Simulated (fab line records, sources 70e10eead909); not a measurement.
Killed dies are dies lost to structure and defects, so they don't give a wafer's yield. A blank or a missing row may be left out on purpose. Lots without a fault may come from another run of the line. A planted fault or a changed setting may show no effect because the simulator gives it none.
Problem report in the 8D (eight disciplines) form, filled by code | flow nand_harc | the parts of the form that need people (team, actions taken, sign-off) are left out

1. THE PROBLEM
thk_nm at NHARC_A_ONON_D2_THK_MEAS_14 reads a mean of 1878 nm on 6 wafers of 2 lots; wafers without a fault read 1001 nm with a standard deviation of 11. That is +80 standard deviations from the usual mean.
The step: measures by ellipsometry.
First seen on wafer L515.2, day 17 20:49, on film_metro-02. The record holds 39 wafers of 13 lots with a number at this step. Rule for "out", or "out of limits": more than 4 standard deviations from the usual mean. The other wafers with a number count as sound.

2. WHAT IT IS AND WHAT IT IS NOT
question                    | is                     | is not
which readings at this step | thk_nm                 | -
which lots                  | L515, L518             | L503, L504, L505, L506, L507, L521, L522, L523, L524, L525, L526
which wafers of those lots  | all that have a number | -
read on which gauges        | film_metro-02          | film_metro-01
when                        | from day 17 20:49      | up to then (15 sound wafers); but 18 sound wafers of L521, L522, L523, L524, L525, L526 came after

3. SUSPECTS, AND WHAT RULES EACH OUT
Counting: a tool at a process step up to the reading stays a suspect if it ran every lot that is out and no sound lot after the first of them.
- the gauge at NHARC_A_ONON_D2_THK_MEAS_14: ruled out. All the wafers that are out were read on film_metro-02, but those of them that NHARC_END_SORT_01 has rows for are out there too, on other tools.
- rie_diel-09 at NHARC_A_CHANNEL_FILL_D1_ETCHBACK_08 (etches the open film in C4F8, target depth 220 nm, time 110 s): ruled out as a lasting fault. Sound lots L525 ran on it after its first lot that is out, L515 (day 16 04:23). NHARC_A_CHANNEL_FILL_D1_ETCHBACK_08 gives no start for some lots, so the hours and the order of its lots are those of NHARC_A_DECK1_JOINT_ETCHBACK_07.
- rie_si-06 at NHARC_A_DECK1_JOINT_ETCHBACK_07 (etches the open film in HBr, target depth 105 nm, time 26.9 s): ruled out as a lasting fault. Sound lots L523, L524 ran on it after its first lot that is out, L515 (day 16 04:23).
- pecvd_onon-01 at NHARC_A_ONON_D2_DEP_12 (target thk 1000 nm): ruled out as a lasting fault. Sound lots L524 ran on it after its first lot that is out, L515 (day 17 20:21).
Left after counting: nothing in the record.

4. THE CAUSE (what the simulator had put in)
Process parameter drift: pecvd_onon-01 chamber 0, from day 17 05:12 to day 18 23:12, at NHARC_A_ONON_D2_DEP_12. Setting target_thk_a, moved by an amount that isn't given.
Counting ruled it out, wrongly: the rule takes a fault to strike every lot that its tool runs from its start on, and this one did not.

5. THE CHAIN OF EFFECTS, in route order
Each row: a reading whose mean over the struck wafers that have a number lies more than 3 standard deviations from the usual. Only readings for which the record gives a usual standard deviation are gone through. hours: the time from each lot's start at the first step in this table that gives one to its start at this step, as a median over the lots. sigmas: the change in usual standard deviations.
hours | step                        | reading         | usual   | on struck wafers | change | sigmas
0     | NHARC_A_ONON_D2_THK_MEAS_14 | thk_nm          | 1001 nm | 1878             | +877   | +80
282   | NHARC_END_SORT_01           | killed_at_array | 56      | 674              | +618   | +33
282   | NHARC_END_SORT_01           | killed_dies     | 61      | 677              | +616   | +32

6. WHAT WOULD HAVE CAUGHT IT SOONER
In this record the first reading out of limits at a measuring or inspecting step was taken at day 17 20:49, 16 hours after the fault began at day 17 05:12.
Of the tool readings at NHARC_A_ONON_D2_DEP_12 for which the record gives a usual standard deviation, none was out on any struck wafer, so an alarm limit of 4 standard deviations on them would not have fired.
